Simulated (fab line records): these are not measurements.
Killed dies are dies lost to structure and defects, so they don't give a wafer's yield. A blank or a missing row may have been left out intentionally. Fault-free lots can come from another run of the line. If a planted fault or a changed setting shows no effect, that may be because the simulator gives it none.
Which tool is to blame?    flow n5_finfet    10 lots, 28 wafers sampled, at 2 steps of a route of 1938

## WHAT THE GAUGES SHOWED, per wafer
N5_SDB_INSPECT_13: inspects for defects (brightfield).
lot   measured     on                 raw_defect_count
L167  day 3 21:43  defect_inspect-01  110 73 104
L172  day 5 07:04  defect_inspect-01  78 137 94
L173  day 5 17:04  defect_inspect-01  34 28 49
L174  day 5 19:08  defect_inspect-02  55 163 78
L177  day 6 20:38  defect_inspect-02  78 76 47
L178  day 6 21:45  defect_inspect-01  74 41
L179  day 7 02:26  defect_inspect-02  56 74
L183  day 7 21:47  defect_inspect-02  81 56 89
L185  day 8 14:01  defect_inspect-01  54 58 61
L189  day 9 15:07  defect_inspect-01  73 49 72

## WHICH TOOL RAN EACH LOT (tool, then ch and the chambers of the sampled wafers, then the start)
lot   N5_ILD0_ALD_15
L167  ald_sin-02 ch 0,2,3, day 3 18:38
L172  ald_sin-03 ch 2,3, day 5 03:59
L173  ald_sin-01 ch 0,2,3, day 5 14:06
L174  ald_sin-03 ch 1,2, day 5 16:03
L177  ald_sin-03 ch 0,1, day 6 17:35
L178  ald_sin-02 ch 1,3, day 6 18:41
L179  ald_sin-01 ch 2,3, day 7 00:35
L183  ald_sin-03 ch 0,1,2, day 7 18:50
L185  ald_sin-01 ch 0,1,2, day 8 11:03
L189  ald_sin-01 ch 0,1,2, day 9 12:02
- N5_ILD0_ALD_15: deposits SiNx, target thk 24 nm, pulse time 1 s, ald cycles 480.

## AS READ BY THE TOOLS THEMSELVES (means over the sampled wafers that have a number; for cases with no such wafer, the mark the record gives instead)
N5_ILD0_ALD_15.
lot   tool        heater_power_w (W)  precursor_pulse_height_rel
L167  ald_sin-02  781                 1.028
L172  ald_sin-03  906                 1.003
L173  ald_sin-01  863                 0.999
L174  ald_sin-03  890                 0.994
L177  ald_sin-03  861                 1.004
L178  ald_sin-02  814                 0.994
L179  ald_sin-01  881                 1.017
L183  ald_sin-03  850                 1.019
L185  ald_sin-01  819                 0.998
L189  ald_sin-01  814                 0.988

## THE ANSWER, worked out from the rows above alone
Rule: usual is defined by the lots themselves. The widest of any qualifying gaps counts: lots, ordered by their means at a reading, are off when they make up no more than a third of the lots, leave a main group of 4 or more, and stand apart from it by 3 or more times the standard deviation of that group's means. If all means in a main group match to the digits the tables above print for the reading, that group is not used. Also off: a lot with no number at a reading for which 4 or more lots have one. Where the step has rows for the other lots, those lots are counted as sound. Order of review: gauges by route order, followed by the tools' own readings, for which a lot's mean as printed above is used. The first step at which some lot is off is used, and at that step the reading that is off furthest; a lot without a number counts as furthest.
No lot is off on any of the readings shown, so nothing can be concluded from this.

## WHAT HAD BEEN PUT IN BY THE SIMULATOR
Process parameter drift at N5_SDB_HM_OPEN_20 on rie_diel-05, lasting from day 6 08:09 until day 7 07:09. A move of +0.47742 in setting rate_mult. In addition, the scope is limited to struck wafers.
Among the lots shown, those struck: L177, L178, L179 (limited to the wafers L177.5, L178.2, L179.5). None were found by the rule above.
